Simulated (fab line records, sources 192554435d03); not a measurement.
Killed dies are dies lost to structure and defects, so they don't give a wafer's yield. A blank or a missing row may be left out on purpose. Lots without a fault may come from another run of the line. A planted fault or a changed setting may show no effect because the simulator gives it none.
Problem report in the 8D (eight disciplines) form, filled by code | flow n5_finfet | the parts of the form that need people (team, actions taken, sign-off) are left out

1. THE PROBLEM
spin_speed_rpm at N5_BEOL_M13_COAT_22 reads a mean of 3123.4 rpm on 6 wafers of 2 lots; wafers without a fault read 2887.8 rpm with a standard deviation of 1.7. That is +99 or more standard deviations from the usual mean.
The step: resist thk 300 nm.
First seen on wafer L794.1, day 14 12:37, on litho_track-04. The record holds 18 wafers of 6 lots with a number at this step. Rule for "out", or "out of limits": more than 4 standard deviations from the usual mean. The other wafers with a number count as sound.

2. WHAT IT IS AND WHAT IT IS NOT
question                    | is                     | is not
which readings at this step | spin_speed_rpm         | exhaust_pa
which lots                  | L794, L798             | L788, L790, L801, L804
which wafers of those lots  | all that have a number | -
read on which tools         | litho_track-04         | litho_track-01, litho_track-05
when                        | from day 14 12:37      | up to then (6 sound wafers); but 6 sound wafers of L801, L804 came after

3. SUSPECTS, AND WHAT RULES EACH OUT
Counting: a tool at a process step up to the reading stays a suspect if it ran every lot that is out and no sound lot after the first of them.
- rie_diel-03 at N5_BEOL_M13_DESCUM_15 (chemistry O2, time 7.9 s): kept. It ran every lot that is out, first L794 (day 14 12:02), and no sound lot after that.
- rie_diel-03 at N5_BEOL_M13_ETCH_59 (etches BARC in N2/H2, target depth 89 nm, overetch 26.7 nm, time 67.9 s): kept. It ran every lot that is out, first L794 (day 14 12:04), and no sound lot after that.
- rie_diel-03 at N5_BEOL_M13_VIA_ETCH_16 (etches SiOC in C4F8/O2/Ar, target depth 921.7 nm): kept. It ran every lot that is out, first L794 (day 14 12:07), and no sound lot after that.
- litho_track-04 at N5_BEOL_M13_COAT_22 (resist thk 300 nm): kept. It ran every lot that is out, first L794 (day 14 12:37), and no sound lot after that; its last sound lot up to then is L788 (day 13 04:36). Its own readings are out on those wafers: spin_speed_rpm.
Left after counting: rie_diel-03 at N5_BEOL_M13_DESCUM_15, rie_diel-03 at N5_BEOL_M13_ETCH_59, rie_diel-03 at N5_BEOL_M13_VIA_ETCH_16, litho_track-04 at N5_BEOL_M13_COAT_22.

4. THE CAUSE (what the simulator had put in)
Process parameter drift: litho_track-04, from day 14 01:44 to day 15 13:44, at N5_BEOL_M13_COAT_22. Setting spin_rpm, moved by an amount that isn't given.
Counting left 4 suspects, and this tool is among them.

5. THE CHAIN OF EFFECTS, in route order
Each row: a reading whose mean over the struck wafers that have a number lies more than 3 standard deviations from the usual. Only readings for which the record gives a usual standard deviation are gone through. hours: the time from each lot's start at the first step in this table that gives one to its start at this step, as a median over the lots. sigmas: the change in usual standard deviations.
hours | step                | reading        | usual      | on struck wafers | change | sigmas
0     | N5_BEOL_M13_COAT_22 | spin_speed_rpm | 2887.8 rpm | 3123.4           | +235.6 | +99 or more
The process steps in it:
- N5_BEOL_M13_COAT_22: resist thk 300 nm.
Later measuring or inspecting steps at which every struck wafer that the step has a row for has a number for every such reading, and none has moved that far: N5_BEOL_M13_CD_MEAS_28, N5_BEOL_M13_OVL_MEAS_29, N5_BEOL_M13_INSPECT_30.

6. WHAT WOULD HAVE CAUGHT IT SOONER
In this record the first reading out of limits was taken at day 14 12:37, 11 hours after the fault began at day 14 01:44.
